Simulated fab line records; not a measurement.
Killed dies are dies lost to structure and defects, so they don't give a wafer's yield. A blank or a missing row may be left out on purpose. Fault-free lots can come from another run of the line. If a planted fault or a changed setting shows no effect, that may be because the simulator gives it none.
A struck lot beside a sound one | flow nandHarc | 43 steps out of a route of 1159
Sound: wafers L843.1, L843.2, L843.4. Struck: wafers L841.3, L841.5. (L841.2 of the same lot was not struck and is left out.) The cause comes at the end.
Each step with rows lists, per side, the tool, then ch with its chambers, then its first start. Under that, the readings that differ: sound wafers | struck wafers | difference of the means | sigmas: that difference in standard deviations of wafers without a fault.
alike: readings whose means differ by less than 2 such deviations, and words and numbers that are the same on both sides. not compared: withheld readings, readings that some wafer has no value for, bounds like >300 that may hide the same value, and numbers for which the record gives no deviation and whose values overlap.
A row with sigmas, a row that says differs or no value, or rows on one side alone: a step with any of these is where the two part. Non-overlapping numbers with no deviation appear without sigmas and do not part them. A reading missing from all wafers of one side parts the sides only when that side holds two or more wafers.

first, 4 steps without rows for these wafers: NHARC_A_CONTACT_ETCH_122 (etches the open film in C4F8/O2/Ar, time 95 s, target depth 930 nm); NHARC_A_CONTACT_ETCH_123 (etches the open film in C4F8/O2/Ar, time 253 s, target depth 1090 nm); NHARC_A_CONTACT_ETCH_90 (etches the open film in CH3F/O2, target depth 40 nm, time 85.7 s); NHARC_A_CONTACT_ETCH_96 (etches the open film in C4F6/O2, target depth 20 nm, time 10 s).
NHARC_A_CONTACT_CD_MEAS_53:
  sound on cdSem-03, day 16 19:50; struck on cdSem-02, day 17 01:29
  alike: cdNm
then, 7 steps without rows for these wafers: NHARC_A_CONTACT_STRIP_99 (strips in N2/H2); NHARC_A_CONTACT_STRIP_100 (strips in CF4/CHF3); NHARC_A_CONTACT_STRIP_101 (strips in O2/COS); NHARC_A_CONTACT_ETCH_102 (etches the open film in CF4/O2, target depth 70 nm, overetch 7 nm, time 38.5 s); NHARC_A_CONTACT_STRIP_55 (strips in O2); NHARC_A_CONTACT_STRIP_56 (strips in post etch residue remover, time 600 s); NHARC_A_CONTACT_DEP_57 (deposits aC, target thk 2800 nm).
NHARC_A_CONTACT_DEP_58: deposits SiON, target thk 60 nm.
  sound on pecvd-02 ch 0,1,2, day 16 22:59; struck on pecvd-02 ch 0, day 17 05:47
  alike: heaterPowerW, showerheadVppV
then, 10 steps without rows for these wafers: NHARC_A_CONTACT_DEHYDRATE_59 (time 120 s); NHARC_A_CONTACT_HMDS_60 (time 30 s); NHARC_A_CONTACT_COAT_61 (time 75 s); NHARC_A_CONTACT_COAT_62 (time 65 s); NHARC_A_CONTACT_COAT_63 (resist thk 90 nm); NHARC_A_CONTACT_SOFTBAKE_64 (time 55 s); NHARC_A_CONTACT_EBR_65; NHARC_A_CONTACT_EXPOSE_66 (exposes mask A CC 2); NHARC_A_CONTACT_PEB_67 (peb time 65 s); NHARC_A_CONTACT_DEVELOP_68 (develop time 35 s).
NHARC_A_CONTACT_CD_MEAS_69: target cd 200 nm.
  sound on cdSem-03 ch 0, day 16 23:34; struck on cdSem-03 ch 0, day 17 06:24
  alike: cdNm
NHARC_A_CONTACT_OVL_MEAS_70:
  sound on overlay-02, day 16 23:40; struck on overlay-02, day 17 06:29
  alike: overlayXNm, overlayYNm
NHARC_A_CONTACT_INSPECT_71:
  sound on defectInspect-02, day 16 23:42; struck on defectInspect-01, day 17 06:31
  alike: rawDefectCount
then, 4 steps without rows for these wafers: NHARC_A_CONTACT_DESCUM_74 (chemistry O2, time 3 s); NHARC_A_CONTACT_ETCH_75 (etches the open film in CF4, target depth 39 nm, time 65 s); NHARC_A_CONTACT_ETCH_76 (etches the open film in N2/H2, target depth 260 nm, time 475.3 s); NHARC_A_CONTACT_ETCH_77 (etches the open film in CF4/CHF3, target depth 72.6 nm, time 36.3 s).
NHARC_A_CONTACT_ETCH_78: etches the open film in O2/COS, target depth 2800 nm, time 728 s.
  sound on rieDiel-13 ch 0,1,2; struck on rieDiel-08 ch 1,3
reading             | sound             | struck      | difference | sigmas
oesProductAu (a.u.) | 0.972 0.981 0.995 | 1.021 1.013 | +0.034     | +2
  alike: chamberPressureMTorr, drypumpMotorCurrentA, rfVppV, showerheadPlenumPTorr, throttleValvePct
  not compared: rfHoursCounterH
then, 1 step without rows for these wafers: NHARC_A_CONTACT_ETCH_124 (etches the open film in C4F8/O2/Ar, time 140 s, target depth 700 nm).
NHARC_A_CONTACT_ETCH_125: etches the open film in C4F8/O2/Ar, time 155 s, target depth 956 nm.
  sound on harCapEtch-03 ch 0,1, day 17 01:11; struck on harCapEtch-02 ch 0,1, day 17 08:04
  alike: chamberPressureMTorr
  not compared: rfHoursCounterH
then, 1 step without rows for these wafers: NHARC_A_CONTACT_ETCH_126 (etches the open film in C4F8/O2/Ar, time 155 s, target depth 956 nm).
NHARC_A_CONTACT_ETCH_127: etches the open film in C4F8/O2/Ar, time 155 s, target depth 956 nm.
  sound on harCapEtch-03 ch 0,1, day 17 01:33; struck on harCapEtch-02 ch 0,1, day 17 08:21
  alike: chamberPressureMTorr
  not compared: rfHoursCounterH
NHARC_A_CONTACT_ETCH_128: etches the open film in C4F8/O2/Ar, time 155 s, target depth 956 nm.
  sound on harCapEtch-03 ch 0,1, day 17 01:44; struck on harCapEtch-02 ch 0,1, day 17 08:30
  alike: chamberPressureMTorr
  not compared: rfHoursCounterH
then, 1 step without rows for these wafers: NHARC_A_CONTACT_ETCH_129 (etches the open film in C4F8/O2/Ar, time 155 s, target depth 956 nm).
NHARC_A_CONTACT_ETCH_130: etches the open film in C4F8/O2/Ar, time 155 s, target depth 956 nm.
  sound on harCapEtch-03 ch 0,1, day 17 02:07; struck on harCapEtch-02 ch 0,1, day 17 08:47
  alike: chamberPressureMTorr
  not compared: rfHoursCounterH
then, 4 steps without rows for these wafers: NHARC_A_CONTACT_ETCH_131 (etches the open film in C4F8/O2/Ar, time 155 s, target depth 956 nm); NHARC_A_CONTACT_ETCH_132 (etches the open film in C4F8/O2/Ar, time 156 s, target depth 958 nm); NHARC_A_CONTACT_ETCH_133 (etches the open film in C4F8/O2/Ar, time 195 s, target depth 840 nm); NHARC_A_CONTACT_ETCH_91 (etches the open film in CH3F/O2, target depth 40 nm, time 85.7 s).
-- record jumps: 3 days between struck wafers' starts before vs after; left off in module A_CONTACT, resumes in module END, first step shown is number 1159 of the route --
NHARC_END_SORT_01:
  here the record holds rows for the struck wafers (prober-02 ch 0, day 20 05:42) but none for the sound ones

## WHERE THEY PART
Earliest at NHARC_A_CONTACT_ETCH_78; latest, in this record, at NHARC_END_SORT_01.

WHY: what had been put in by the simulator
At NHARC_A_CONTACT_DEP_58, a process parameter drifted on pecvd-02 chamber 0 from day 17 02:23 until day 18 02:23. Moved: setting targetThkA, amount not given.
